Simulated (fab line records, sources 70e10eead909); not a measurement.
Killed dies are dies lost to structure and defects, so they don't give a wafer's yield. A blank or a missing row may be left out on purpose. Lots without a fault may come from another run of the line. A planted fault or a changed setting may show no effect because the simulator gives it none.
Chamber matching | flow nand_harc | NHARC_A_CONTACT_DEP_85 on pecvd-02: 3 sister chambers
The step deposits SiON, target thk 60 nm. 3 wafers are shown with their chamber, then 10 later ones without.

WAFERS WITH THEIR CHAMBER
wafer  | chamber | heater_power_w (W)
L088.2 | 1       | 733
L093.1 | 0       | 758
L093.2 | 2       | 729

WAFERS WITHOUT THEIR CHAMBER
wafer  | heater_power_w (W)
L093.5 | 726
L093.3 | 680
L093.4 | 781
L093.6 | 670
L094.1 | 695
L094.2 | 832
L094.3 | 789
L094.4 | 782
L094.5 | 708
L094.6 | 829

WHICH CHAMBER EACH WENT THROUGH
wafer  | from the rows above          | in truth
L093.5 | can't be placed: 2 or 1 or 0 | 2
L093.3 | can't be placed: 2 or 1 or 0 | 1
L093.4 | can't be placed: 0 or 1 or 2 | 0
L093.6 | can't be placed: 2 or 1 or 0 | 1
L094.1 | can't be placed: 2 or 1 or 0 | 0
L094.2 | can't be placed: 0 or 1 or 2 | 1
L094.3 | can't be placed: 0 or 1 or 2 | 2
L094.4 | can't be placed: 0 or 1 or 2 | 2
L094.5 | can't be placed: 2 or 1 or 0 | 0
L094.6 | can't be placed: 0 or 1 or 2 | 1
Placed correctly: 0 of 10. Can't be placed from these rows: 10 (the true chamber is among the candidates in 10). Placed wrongly: 0.
How it was worked out, from the rows above alone: a wafer's distance from a chamber is the root of the sum, over the readings, of the square of ((its reading less the chamber's mean) divided by the reading's scatter). The wafer belongs to the nearest chamber; if the next one is less than 2 further off, it can't be placed. A chamber's mean is the mean of its shown wafers. The scatter: with one shown wafer a chamber, the root of the mean of the squares of how far each hidden wafer lies from its nearest shown one.
